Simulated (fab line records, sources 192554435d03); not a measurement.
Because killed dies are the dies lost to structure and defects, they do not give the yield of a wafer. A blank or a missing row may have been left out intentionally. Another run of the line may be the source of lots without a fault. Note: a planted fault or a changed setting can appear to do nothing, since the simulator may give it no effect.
Matching of chambers || flow n5-finfet || N5_BEOL_M8_VIA_ETCH_34 on rie-diel-03: 4 sister chambers
The step etches SiCOH lowk in C4F6/O2, target depth 125.5 nm, time 50.5 s. 14 wafers are shown with their chamber, then 7 later ones without.

== WAFERS, EACH WITH ITS CHAMBER ==
{"wafer": "L076.1", "chamber": 1, "showerhead-plenum-p-Torr (Torr)": 2.86, "throttle-valve-pct (%)": 20.93, "drypump-motor-current-A (A)": 5.2}
{"wafer": "L076.3", "chamber": 2, "showerhead-plenum-p-Torr (Torr)": 2.87, "throttle-valve-pct (%)": 21.37, "drypump-motor-current-A (A)": 5.3}
{"wafer": "L076.6", "chamber": 0, "showerhead-plenum-p-Torr (Torr)": 2.94, "throttle-valve-pct (%)": 20.87, "drypump-motor-current-A (A)": 5.7}
{"wafer": "L075.2", "chamber": 2, "showerhead-plenum-p-Torr (Torr)": 2.87, "throttle-valve-pct (%)": 21.37, "drypump-motor-current-A (A)": 5.3}
{"wafer": "L075.4", "chamber": 1, "showerhead-plenum-p-Torr (Torr)": 2.85, "throttle-valve-pct (%)": 20.94, "drypump-motor-current-A (A)": 5.3}
{"wafer": "L075.6", "chamber": 0, "showerhead-plenum-p-Torr (Torr)": 2.94, "throttle-valve-pct (%)": 20.88, "drypump-motor-current-A (A)": 5.7}
{"wafer": "L081.2", "chamber": 0, "showerhead-plenum-p-Torr (Torr)": 2.94, "throttle-valve-pct (%)": 20.89, "drypump-motor-current-A (A)": 5.7}
{"wafer": "L081.3", "chamber": 3, "showerhead-plenum-p-Torr (Torr)": 3.06, "throttle-valve-pct (%)": 21.04, "drypump-motor-current-A (A)": 6.3}
{"wafer": "L081.5", "chamber": 0, "showerhead-plenum-p-Torr (Torr)": 2.93, "throttle-valve-pct (%)": 20.90, "drypump-motor-current-A (A)": 5.7}
{"wafer": "L083.1", "chamber": 3, "showerhead-plenum-p-Torr (Torr)": 3.06, "throttle-valve-pct (%)": 21.03, "drypump-motor-current-A (A)": 6.3}
{"wafer": "L083.2", "chamber": 0, "showerhead-plenum-p-Torr (Torr)": 2.93, "throttle-valve-pct (%)": 20.89, "drypump-motor-current-A (A)": 5.6}
{"wafer": "L083.4", "chamber": 2, "showerhead-plenum-p-Torr (Torr)": 2.87, "throttle-valve-pct (%)": 21.39, "drypump-motor-current-A (A)": 5.3}
{"wafer": "L086.1", "chamber": 2, "showerhead-plenum-p-Torr (Torr)": 2.86, "throttle-valve-pct (%)": 21.41, "drypump-motor-current-A (A)": 5.3}
{"wafer": "L086.3", "chamber": 3, "showerhead-plenum-p-Torr (Torr)": 3.06, "throttle-valve-pct (%)": 21.05, "drypump-motor-current-A (A)": 6.3}

SIGNATURES (means of the wafers above)
{"reading": "showerhead-plenum-p-Torr", "chamber 0": 2.9360, "chamber 1": 2.8550, "chamber 2": 2.8675, "chamber 3": 3.0600, "scatter within a chamber": 0.00495}
{"reading": "throttle-valve-pct", "chamber 0": 20.8860, "chamber 1": 20.9350, "chamber 2": 21.3850, "chamber 3": 21.0400, "scatter within a chamber": 0.0137}
{"reading": "drypump-motor-current-A", "chamber 0": 5.680, "chamber 1": 5.250, "chamber 2": 5.300, "chamber 3": 6.300, "scatter within a chamber": 0.0361}
Rule: a wafer's distance from a chamber is the root of the sum, over the readings, of the square of ((its reading less the chamber's mean) divided by the reading's scatter). If the next closest chamber is less than 2 further off than the closest, the wafer can't be placed; otherwise it belongs to the closest. The scatter: the root of (the sum of the squares of (reading less its chamber's mean) over the shown wafers, divided by (wafers less chambers)).

== WAFERS WHOSE CHAMBER IS MISSING ==
{"wafer": "L086.6", "showerhead-plenum-p-Torr (Torr)": 2.84, "throttle-valve-pct (%)": 20.95, "drypump-motor-current-A (A)": 5.2}
{"wafer": "L087.1", "showerhead-plenum-p-Torr (Torr)": 2.86, "throttle-valve-pct (%)": 21.40, "drypump-motor-current-A (A)": 5.3}
{"wafer": "L087.3", "showerhead-plenum-p-Torr (Torr)": 3.05, "throttle-valve-pct (%)": 21.05, "drypump-motor-current-A (A)": 6.3}
{"wafer": "L087.6", "showerhead-plenum-p-Torr (Torr)": 2.93, "throttle-valve-pct (%)": 20.92, "drypump-motor-current-A (A)": 5.7}
{"wafer": "L090.1", "showerhead-plenum-p-Torr (Torr)": 2.86, "throttle-valve-pct (%)": 21.42, "drypump-motor-current-A (A)": 5.3}
{"wafer": "L090.4", "showerhead-plenum-p-Torr (Torr)": 2.84, "throttle-valve-pct (%)": 20.96, "drypump-motor-current-A (A)": 5.2}
{"wafer": "L090.5", "showerhead-plenum-p-Torr (Torr)": 2.86, "throttle-valve-pct (%)": 21.42, "drypump-motor-current-A (A)": 5.3}

== EACH ONE'S CHAMBER ==
{"wafer": "L086.6", "from the rows above": 1, "in truth": 1}
{"wafer": "L087.1", "from the rows above": 2, "in truth": 2}
{"wafer": "L087.3", "from the rows above": 3, "in truth": 3}
{"wafer": "L087.6", "from the rows above": 0, "in truth": 0}
{"wafer": "L090.1", "from the rows above": 2, "in truth": 2}
{"wafer": "L090.4", "from the rows above": 1, "in truth": 1}
{"wafer": "L090.5", "from the rows above": 2, "in truth": 2}
Correctly placed: 7 of 7. Can't be placed from these rows: 0. Placed wrongly: 0.
